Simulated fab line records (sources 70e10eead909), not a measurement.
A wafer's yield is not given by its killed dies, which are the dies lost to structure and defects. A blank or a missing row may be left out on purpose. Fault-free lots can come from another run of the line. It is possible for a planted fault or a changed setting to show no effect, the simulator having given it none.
Which tool was responsible?	flow nand harc	12 lots, 36 wafers sampled, at 5 steps of a route of 1159

WHAT THE GAUGES SHOWED, per wafer
NHARC_END_SORT_01.
lot	measured	on	killed at array	killed at other	killed at periphery	killed dies	killed open	killed short
L644	day 22 08:06	prober-01	12 21 19	0 0 0	1 1 3	13 22 22	2 6 6	2 4 7
L646	day 22 23:43	prober-01	33 26 33	0 0 0	2 1 1	35 27 34	6 1 5	3 3 2

TOOL THAT RAN EACH LOT (tool first, then ch and the chambers of the sampled wafers, then the start)
lot	NHARC_A_STAIRCASE_DEP_301	NHARC_A_STAIRCASE_ETCH_315	NHARC_A_STAIRCASE_ALD_420	NHARC_A_STAIRCASE_DEP_325
L630	pecvd-02 ch 0,1, day 11 18:56	rie diel-08 ch 1,2,3, day 12 07:41 or earlier	ald hk-02 ch 1,3, day 12 07:41	pecvd-02 ch 1,2, day 13 06:25
L633	pecvd-03 ch 0,2, day 12 11:01	rie diel-02 ch 0,3, day 12 22:07 or earlier	ald hk-04 ch 0,2,3, day 12 22:07	pecvd-01 ch 0,1,2, day 13 23:27
L631	pecvd-02 ch 0,1,2, day 12 11:52	rie diel-07 ch 0,1, day 13 00:02 or earlier	ald hk-04 ch 2,3, day 13 00:02	pecvd-02 ch 0,1,2, day 13 23:40
L632	pecvd-02 ch 0,1, day 12 15:36	rie diel-08 ch 1,3, day 13 02:28 or earlier	ald hk-04 ch 0,3, day 13 02:28	pecvd-03 ch 0,1, day 14 03:40
L634	pecvd-03 ch 1,2, day 13 00:35	rie diel-07 ch 2,3, day 13 09:49 or earlier	ald hk-02 ch 0,2, day 13 09:49	pecvd-02 ch 0,2, day 14 08:50
L643	pecvd-02 ch 0,1,2, day 14 20:13	rie diel-08 ch 2,3, day 15 07:27 or earlier	ald hk-01 ch 0,2,3, day 15 07:27	pecvd-03 ch 0,1, day 16 09:52
L644	pecvd-01 ch 0,1, day 15 02:55	rie diel-07 ch 0,1, day 15 13:48 or earlier	ald hk-04 ch 2,3, day 15 13:48	pecvd-03 ch 1,2, day 16 14:37
L646	pecvd-03 ch 0,1,2, day 15 11:56	rie diel-02 ch 0,1, day 15 20:40 or earlier	ald hk-04 ch 1,3, day 15 20:40	pecvd-01 ch 0,1, day 16 23:07
L648	pecvd-01 ch 0,1, day 16 01:50	rie diel-02 ch 2,3, day 16 09:14 or earlier	ald hk-02 ch 1,3, day 16 09:14	pecvd-02 ch 0,2, day 17 12:33
L649	pecvd-01 ch 0,1, day 16 06:57	rie diel-08 ch 1,2,3, day 16 17:10 or earlier	ald hk-04 ch 0,1,2, day 16 17:10	pecvd-02 ch 0,1,2, day 17 16:20
L650	pecvd-02 ch 1,2, day 16 18:23	rie diel-02 ch 0,1,2, day 17 03:46 or earlier	ald hk-02 ch 0,2,3, day 17 03:46	pecvd-01 ch 1,2, day 18 06:46
L651	pecvd-03 ch 0,2, day 16 19:57	rie diel-07 ch 0,1,3, day 17 06:47 or earlier	ald hk-04 ch 1,2,3, day 17 06:47	pecvd-02 ch 0,1, day 18 06:53
- NHARC_A_STAIRCASE_DEP_301: deposits SiON, target thk 30 nm.
- NHARC_A_STAIRCASE_ETCH_315: etches the open film in C4F8/O2/Ar, target depth 2500 nm, time 607.1 s.
- NHARC_A_STAIRCASE_ALD_420: deposits SiO2, target thk 20 nm, pulse time 6 s, ald cycles 200.
- NHARC_A_STAIRCASE_DEP_325: deposits SiO2, target thk 3800 nm.

AS READ BY THE TOOLS THEMSELVES (means over the sampled wafers that have a number; for cases with no such wafer, the mark the record gives instead)
NHARC_A_STAIRCASE_DEP_301.
lot	tool	chamber pressure Torr (Torr)	heater power w (W)	rf fwd power W (W)
L630	pecvd-02	3.502	844	348.0
L633	pecvd-03	3.504	746	348.5
L631	pecvd-02	3.492	774	348.9
L632	pecvd-02	3.495	823	349.0
L634	pecvd-03	3.509	771	348.0
L643	pecvd-02	3.509	755	349.2
L644	pecvd-01	3.492	760	348.7
L646	pecvd-03	3.499	676	347.9
L648	pecvd-01	3.512	701	348.0
L649	pecvd-01	3.494	715	348.3
L650	pecvd-02	3.507	736	349.1
L651	pecvd-03	3.500	697	349.5

NHARC_A_STAIRCASE_ETCH_315.
lot	tool	oes product au (a.u.)	rf vpp V (V)
L630	rie diel-08	0.929	1826
L633	rie diel-02	0.932	1833
L631	rie diel-07	0.922	1835
L632	rie diel-08	0.932	1834
L634	rie diel-07	0.932	1823
L643	rie diel-08	0.932	1818
L644	rie diel-07	0.932	1840
L646	rie diel-02	0.927	1841
L648	rie diel-02	0.918	1835
L649	rie diel-08	0.935	1825
L650	rie diel-02	0.926	1835
L651	rie diel-07	0.923	1828

NHARC_A_STAIRCASE_ALD_420.
lot	tool	heater power w (W)	precursor pulse height rel
L630	ald hk-02	462	1.005
L633	ald hk-04	455	1.003
L631	ald hk-04	473	1.015
L632	ald hk-04	427	0.991
L634	ald hk-02	451	1.002
L643	ald hk-01	463	1.000
L644	ald hk-04	481	0.995
L646	ald hk-04	473	1.010
L648	ald hk-02	486	0.986
L649	ald hk-04	478	1.005
L650	ald hk-02	453	0.988
L651	ald hk-04	494	1.009

NHARC_A_STAIRCASE_DEP_325.
lot	tool	heater power w (W)	rf fwd power W (W)
L630	pecvd-02	658	501.1
L633	pecvd-01	671	499.6
L631	pecvd-02	636	499.8
L632	pecvd-03	649	500.4
L634	pecvd-02	676	499.7
L643	pecvd-03	648	560.1
L644	pecvd-03	617	559.3
L646	pecvd-01	623	496.9
L648	pecvd-02	712	498.6
L649	pecvd-02	695	500.5
L650	pecvd-01	650	500.2
L651	pecvd-02	741	498.2

THE ANSWER, worked out from the rows above alone
Rule: usual is defined by the lots themselves. The widest of any qualifying gaps counts: lots, ordered by their means at a reading, are off when they make up no more than a third of the lots, leave a main group of 4 or more, and stand apart from it by 3 or more times the standard deviation of that group's means. A main group whose means are all the same, to the digits that the tables above print for the reading, isn't used. A lot without any number at a reading at which 4 lots or more have one is off too. All remaining lots with rows at the step are treated as sound. Order of review: gauges by route order, followed by the tools' own readings, for which a lot's mean as printed above is used. At the first step where some lot is off, the reading lying furthest off is the one used; lots without a number count as furthest.
Off: L643, L644, at NHARC_A_STAIRCASE_DEP_325 (rf fwd power W). Mean 499.5 W and standard deviation 1.2 in the main group.
If a tool, at that step or one of the process steps before it, ran each lot that is off and ran no sound lot following the first of them, it fits. NHARC_A_STAIRCASE_ETCH_315: start missing for some lots; hours and lot order therefore follow NHARC_A_STAIRCASE_ALD_420. One candidate fits, namely pecvd-03 at NHARC_A_STAIRCASE_DEP_325. A fault onset in the window from L632 (day 14 03:40, its last sound lot) to L643 (day 16 09:52, its first lot off) fits.
The tool's own readings at NHARC_A_STAIRCASE_DEP_325 bear it out: on the lots that are off they differ by more than 5 times the standard deviation of the sound lots' means. rf fwd power W reads 559.7 W there against 499.5 W on the sound lots.

WHAT THE SIMULATOR HAD INSERTED
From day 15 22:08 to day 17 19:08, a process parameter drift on pecvd-03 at NHARC_A_STAIRCASE_DEP_325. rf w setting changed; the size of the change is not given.
Lots struck among those shown: L644, L643. Same finding as the rule above.
